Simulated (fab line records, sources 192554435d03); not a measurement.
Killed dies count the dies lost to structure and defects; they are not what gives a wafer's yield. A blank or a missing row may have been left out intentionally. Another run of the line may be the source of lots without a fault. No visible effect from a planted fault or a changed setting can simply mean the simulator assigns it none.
The same fault as seen by 2 desks | flow n5_finfet | each desk has only its own numbers; what lay behind them comes last

== METROLOGY DESK ==
What the gauges read for every lot (on any tool): the sampled wafers with a number, averaged. Any lot whose mean is over 4 standard deviations away from the usual mean is out of limits and marked OUT; that distance is given in the brackets. It has 11 readings, of which 7 appear: the earliest out of limits, and the ones furthest out on some lot.
Columns: A = CJ_N at N5_BEOL_M4_RC_MEAS_101, usual 4.35; B = IOFF_N at N5_BEOL_M4_RC_MEAS_101, usual 0.157 nA/um; C = IOFF_P at N5_BEOL_M4_RC_MEAS_101, usual 0.22 nA/um; D = ION_N at N5_BEOL_M4_RC_MEAS_101, usual 675 uA/um; E = ION_P at N5_BEOL_M4_RC_MEAS_101, usual 465 uA/um; F = SS_P at N5_BEOL_M4_RC_MEAS_101, usual 73.3 mV/dec; G = VT_P at N5_BEOL_M4_RC_MEAS_101, usual -249 mV
lot  | first seen here | A               | B     | C    | D   | E   | F    | G
L998 | day 8 02:21     | 4.33            | 0.152 | 0.21 | 673 | 463 | 72.8 | -251
L100 | day 8 19:53     | 4.61 (+4.3) OUT | 0.129 | 0.16 | 660 | 451 | 72.2 | -256
L999 | day 9 11:22     | 4.34            | 0.171 | 0.24 | 683 | 470 | 73.9 | -248
L102 | day 9 17:05     | 4.57            | 0.172 | 0.24 | 686 | 469 | 73.2 | -250
L114 | day 12 10:00    | 4.32            | 0.157 | 0.20 | 680 | 462 | 72.9 | -251
L112 | day 12 12:53    | 4.41            | 0.143 | 0.20 | 666 | 456 | 73.5 | -251
L113 | day 12 20:43    | 4.35            | 0.148 | 0.22 | 676 | 467 | 72.9 | -249
L120 | day 13 19:12    | 4.30            | 0.166 | 0.26 | 672 | 469 | 73.7 | -246
L119 | day 14 03:20    | 4.40            | 0.171 | 0.24 | 688 | 476 | 74.0 | -248
L121 | day 14 19:49    | 4.27            | 0.171 | 0.28 | 679 | 473 | 73.6 | -244
Finding of this desk: L100 out of limits, first seen on L100 at day 8 19:53 (CJ_N at N5_BEOL_M4_RC_MEAS_101). In limits: L998, L999, L102, L114, L112, L113, L120, L119, L121.

== THE TOOL OWNER'S DESK: epi_rpcvd-02 ==
The tool's own readings at N5_PMOS_HMC_CHANNEL_EPI_EPI_26 (deposits Si from SiH4/H2, target thk 3.8 nm, time 22.7 s): means of the sampled wafers that have a number, for each lot that ran on this tool. Any lot whose mean is over 4 standard deviations away from the usual mean is out of limits and marked OUT; that distance is given in the brackets.
Columns: A = throttle_valve_pct at N5_PMOS_HMC_CHANNEL_EPI_EPI_26, usual 10.7 %
lot  | first seen here | A
L998 | day 1 19:53     | 11.1
L999 | day 2 02:07     | 11.0
L100 | day 2 07:51     | 11.2
L102 | day 2 21:25     | 11.2
L120 | day 7 09:23     | 11.2
This desk found nothing out of limits on any of the 5 lots.

== BROUGHT TOGETHER ==
At day 8 19:53 the metrology desk could have sounded an alarm, on L100.
Nothing out of limits was seen by the tool owner's desk.
The tool owner's desk has L100 on record, within its limits.
Every lot named ran N5_PMOS_HMC_CHANNEL_EPI_EPI_26 on epi_rpcvd-02.

== WHAT THE SIMULATOR HAD PUT IN ==
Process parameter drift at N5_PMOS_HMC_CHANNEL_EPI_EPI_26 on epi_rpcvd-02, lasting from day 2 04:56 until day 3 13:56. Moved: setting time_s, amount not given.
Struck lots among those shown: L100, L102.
Per desk, hours elapsed from the start of the fault to the first reading out of limits: for the metrology desk, 159.
